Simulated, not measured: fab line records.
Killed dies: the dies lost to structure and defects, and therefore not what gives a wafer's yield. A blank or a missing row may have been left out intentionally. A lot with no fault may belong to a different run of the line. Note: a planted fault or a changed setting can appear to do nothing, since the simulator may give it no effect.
The tool behind it: which one? | flow nand harc | Sampling: 13 lots, 39 wafers, 5 of 1302 route steps

## WHAT THE GAUGES SHOWED, per wafer
NHARC_A_DECK1_JOINT_THK_MEAS_14: measures by ellipsometry.
lot  | measured     | on            | thk nm (nm)
L195 | day 12 05:00 | film metro-02 | 50.2 50.3 49.6
L197 | day 13 01:16 | film metro-02 | 53.3 52.4 49.8
L196 | day 13 01:16 | film metro-01 | 50.3 51.0 52.9
L198 | day 13 11:23 | film metro-01 | 50.3 51.0 51.2
L199 | day 13 11:23 | film metro-02 | 51.0 49.6 52.6
L203 | day 15 20:01 | film metro-02 | 52.7 52.3 49.1
L204 | day 16 07:35 | film metro-01 | 50.2 50.3 53.8
L205 | day 16 01:11 | film metro-02 | 52.7 49.7 52.7
L206 | day 16 14:06 | film metro-01 | 53.1 51.0 54.0
L211 | day 18 14:20 | film metro-02 | 51.8 51.8 52.7
L210 | day 18 18:05 | film metro-01 | 51.8 50.9 51.4
L212 | day 18 21:47 | film metro-02 | 52.7 52.2 53.0
L213 | day 20 06:09 | film metro-01 | 49.3 52.7 52.0

NHARC_A_ONON_D2_THK_MEAS_08: measures by ellipsometry.
lot  | measured     | on            | thk nm (nm)
L195 | day 13 05:01 | film metro-02 | 993 992 992
L197 | day 14 03:55 | film metro-01 | 1029 1029 1030
L196 | day 14 04:11 | film metro-01 | 1006 1005 1003
L198 | day 14 09:49 | film metro-02 | 999 999 1000
L199 | day 14 09:47 | film metro-01 | 1000 1003 999
L203 | day 16 20:38 | film metro-01 | 991 990 992
L204 | day 17 11:47 | film metro-02 | 1011 1012 1011
L205 | day 17 01:45 | film metro-01 | 1009 1010 1011
L206 | day 17 19:49 | film metro-02 | 977 978 977
L211 | day 19 15:44 | film metro-01 | 1007 1007 1006
L210 | day 19 18:18 | film metro-02 | 1002 1004 1002
L212 | day 19 23:31 | film metro-01 | 566 566 566
L213 | day 21 05:02 | film metro-01 | 576 578 577

NHARC_END_SORT_01.
lot  | measured     | on        | killed at array | killed at other | killed at periphery | killed dies | killed open | killed short
L212 | day 32 20:58 | prober-02 | 673 677 671     | 0 0 2           | 4 0 4               | 677 677 677 | 4 1 5       | 5 1 5
L213 | day 33 06:11 | prober-02 | 672 670 674     | 0 4 1           | 5 3 2               | 677 677 677 | 4 4 3       | 1 1 1

## EACH LOT AND THE TOOL THAT RAN IT (in order: tool; ch and the chambers of the sampled wafers; start)
lot  | NHARC_A_CHANNEL_FILL_D1_ETCHBACK_19 | NHARC_A_ONON_D2_DEP_06
L195 | rie si-05 ch 0,1,2, day 10 18:38    | pecvd onon-01 ch 0, day 13 04:30
L197 | rie si-02 ch 2,3, day 11 14:52      | pecvd onon-01 ch 0, day 14 03:28
L196 | rie si-05 ch 0,1,2, day 11 14:53    | pecvd onon-03 ch 0, day 14 03:40
L198 | rie si-02 ch 1,2, day 12 00:53      | pecvd onon-03 ch 0, day 14 09:21
L199 | rie si-05 ch 0,1, day 12 00:53      | pecvd onon-01 ch 0, day 14 09:23
L203 | rie si-02 ch 0,1,2, day 14 08:13    | pecvd onon-03 ch 0, day 16 20:10
L204 | rie si-02 ch 0,1,3, day 14 14:58    | pecvd onon-01 ch 0, day 17 11:16
L205 | rie si-03 ch 0,1,3, day 14 14:59    | pecvd onon-01 ch 0, day 17 01:15
L206 | rie si-02 ch 0,2,3, day 15 00:14    | pecvd onon-03 ch 0, day 17 19:18
L211 | rie si-02 ch 0,2,3, day 17 04:02    | pecvd onon-04 ch 0, day 19 15:13
L210 | rie si-03 ch 0,2,3, day 17 04:03    | pecvd onon-01 ch 0, day 19 17:47
L212 | rie si-03 ch 0,1, day 17 10:34      | pecvd onon-03 ch 0, day 19 23:01
L213 | rie si-03 ch 0,2, day 18 19:43      | pecvd onon-03 ch 0, day 21 04:32
- NHARC_A_CHANNEL_FILL_D1_ETCHBACK_19: etches the open film in HBr/Cl2, target depth 5 nm, time 1.7 s.
- NHARC_A_ONON_D2_DEP_06: target thk 1000 nm.

## AS READ BY THE TOOLS THEMSELVES (means over the sampled wafers that have a number; for cases with no such wafer, the mark the record gives instead)
NHARC_A_CHANNEL_FILL_D1_ETCHBACK_19.
lot  | tool      | drypump motor current A (A) | hbr flow sccm (sccm) | mfc cl2 sccm (sccm) | oes product au (a.u.) | throttle valve pct (%)
L195 | rie si-05 | 5.2                         | 149.9                | 50.02               | 1.001                 | 26.406
L197 | rie si-02 | 5.7                         | 150.3                | 50.10               | 1.010                 | 26.402
L196 | rie si-05 | 5.1                         | 150.1                | 49.84               | 0.991                 | 26.405
L198 | rie si-02 | 5.5                         | 149.6                | 50.21               | 1.006                 | 26.406
L199 | rie si-05 | 4.8                         | 150.2                | 50.02               | 0.987                 | 26.410
L203 | rie si-02 | 5.2                         | 150.5                | 49.96               | 1.008                 | 26.405
L204 | rie si-02 | 5.3                         | 149.9                | 50.15               | 1.006                 | 26.408
L205 | rie si-03 | 5.9                         | 150.5                | 49.87               | 1.004                 | 26.390
L206 | rie si-02 | 5.4                         | 150.4                | 49.92               | 1.007                 | 26.405
L211 | rie si-02 | 5.4                         | 150.0                | 49.90               | 1.011                 | 26.401
L210 | rie si-03 | 5.7                         | 150.3                | 49.91               | 1.007                 | 26.407
L212 | rie si-03 | 5.7                         | 149.8                | 49.93               | 0.997                 | 26.400
L213 | rie si-03 | 5.4                         | 150.1                | 50.05               | 1.015                 | 26.413

## THE ANSWER, worked out from the rows above alone
Rule: usual is defined by the lots themselves. Put in order of their means at a reading, lots are off if they are a third of the lots or fewer, leave a main group of 4 or more, and stand apart from it by a gap of 3 or more times the standard deviation of the main group's means; of several such gaps the widest counts. A main group is skipped when, at the precision printed for the reading in the tables above, its means are all equal. A lot without any number at a reading at which 4 lots or more have one is off too. Where the step has rows for the other lots, those lots are counted as sound. The gauges are gone through in route order, then the tools' own readings, and for those a lot's mean is taken as printed above. At the first step where some lot is off, the reading lying furthest off is the one used; lots without a number count as furthest.
Off: L212, L213, at NHARC_A_ONON_D2_THK_MEAS_08 (thk nm). Mean 1002 nm and standard deviation 13 in the main group.
If a tool, at a process step before that reading, ran all the lots that are off and no sound lot after the first of them, it fits. Those tools and the gauges at NHARC_A_ONON_D2_THK_MEAS_08 are tried in the same way. Can't be told from this: 3 tools fit, rie si-03 at NHARC_A_CHANNEL_FILL_D1_ETCHBACK_19, pecvd onon-03 at NHARC_A_ONON_D2_DEP_06, film metro-01 at NHARC_A_ONON_D2_THK_MEAS_08.

## WHAT WAS PUT IN BY THE SIMULATOR
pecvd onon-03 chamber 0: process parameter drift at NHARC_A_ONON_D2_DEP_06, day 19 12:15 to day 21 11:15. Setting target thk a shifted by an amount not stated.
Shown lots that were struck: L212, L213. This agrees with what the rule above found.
